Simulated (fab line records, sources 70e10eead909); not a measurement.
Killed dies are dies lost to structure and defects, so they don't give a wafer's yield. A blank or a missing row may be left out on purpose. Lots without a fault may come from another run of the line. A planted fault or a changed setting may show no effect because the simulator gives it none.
A struck lot beside a sound one | flow nand_harc | 14 steps out of a route of 1302
Sound: wafers L616.2, L616.3, L616.4. Struck: wafers L630.1, L630.3. (L630.2 of the same lot was not struck and is left out.) The cause comes at the end.
At each step with rows: each side's tool, then ch and its chambers, then its first start. Under that, the readings that differ: sound wafers | struck wafers | difference of the means | sigmas: that difference in standard deviations of wafers without a fault.
alike: readings whose means differ by less than 2 such deviations, and words and numbers that are the same on both sides. not compared: withheld readings, readings that some wafer has no value for, bounds like >300 that may hide the same value, and numbers for which the record gives no deviation and whose values overlap.
The two part at a step that has a row with sigmas, a row that says differs or no value, or rows on one side only. Numbers that don't overlap but have no deviation are shown without sigmas and don't part them. A reading that every wafer of one side lacks parts them only if that side has two wafers or more.

NHARC_P_CONTACT_ETCH_35: etches the open film in CF4, target depth 39 nm, time 65 s.
  sound on rie_diel-04 ch 0,1,2, day 5 18:34; struck on rie_diel-08 ch 0,2, day 11 22:13
  reading                | sound       | struck  | difference | sigmas
  rf_hours_counter_h (h) | 2.3 2.7 4.1 | 1.3 1.2 | -1.8       |
  alike: bias_w, drypump_motor_current_A, oes_product_au, rf_vpp_V, showerhead_plenum_p_Torr, throttle_valve_pct
then, 1 step without rows for these wafers: NHARC_P_CONTACT_ETCH_36 (etches the open film in N2/H2, target depth 260 nm, time 406.25 s).
NHARC_P_CONTACT_ETCH_18: etches the open film in C4F8/O2/Ar, target depth 481 nm, time 240.5 s.
  sound on rie_diel-04 ch 0,2,3; struck on rie_diel-08 ch 0,2
  reading                | sound       | struck  | difference | sigmas
  rf_hours_counter_h (h) | 4.4 2.5 2.1 | 1.5 1.6 | -1.4       |
  alike: bias_w, oes_product_au, rf_vpp_V
then, 1 step without rows for these wafers: NHARC_P_CONTACT_STRIP_37 (strips in C4F8/O2/Ar).
NHARC_P_CONTACT_ETCH_31: etches the open film in CH3F/O2, target depth 30 nm, time 85.7 s.
  sound on rie_diel-04 ch 0,2,3; struck on rie_diel-08 ch 0,3
  reading                | sound       | struck  | difference | sigmas
  rf_hours_counter_h (h) | 4.5 2.5 2.2 | 1.5 1.8 | -1.4       |
  alike: bias_w, ch3f_flow_sccm, drypump_motor_current_A, oes_product_au, rf_vpp_V, showerhead_plenum_p_Torr, throttle_valve_pct
NHARC_P_CONTACT_CD_MEAS_19:
  sound on cd_sem-03, day 5 19:21; struck on cd_sem-03, day 11 23:04
  alike: cd_nm
then, 4 steps without rows for these wafers: NHARC_P_CONTACT_STRIP_28 (strips in O2); NHARC_P_CONTACT_STRIP_29 (strips in post etch residue remover, time 1200 s); NHARC_P_CONTACT_DEGAS_38 (time 60 s); NHARC_P_CONTACT_PRE_CLEAN_39 (time 19.5 s).
NHARC_P_CONTACT_PVD_32: deposits Ti, target thk 5 nm, time 17.7 s.
  sound on pvd_sputter-01; struck on pvd_sputter-01
  alike: throttle_valve_pct
NHARC_P_CONTACT_ALD_22: deposits TiN, target thk 3 nm, pulse time 1 s, ald cycles 150.
  sound on ald_metal-03 ch 1,2,3, day 5 20:19; struck on ald_metal-03 ch 0,2, day 12 00:02
  alike: heater_power_w, precursor_pulse_height_rel
NHARC_P_CONTACT_CVD_23: deposits W, target thk 200 nm, time 557 s.
  sound on cvd_w-01 ch 0,1, day 5 20:30; struck on cvd_w-01 ch 0, day 12 00:13
  alike: heater_power_w, throttle_valve_pct
NHARC_P_CONTACT_CMP_24: polishes, t overpolish 30 s, target thk 200 nm.
  sound on cmp-02 ch 0,2,3, day 5 21:09; struck on cmp-02 ch 1,3, day 12 00:52
  reading                | sound          | struck    | difference | sigmas
  time_to_endpoint_s (s) | 41.5 40.4 42.3 | 69.8 70.4 | +28.7      | +11
  alike: motor_current_A, overpolish_run_s

WHERE THEY PART
Only at NHARC_P_CONTACT_CMP_24, within this record.

WHY: what the simulator had put in
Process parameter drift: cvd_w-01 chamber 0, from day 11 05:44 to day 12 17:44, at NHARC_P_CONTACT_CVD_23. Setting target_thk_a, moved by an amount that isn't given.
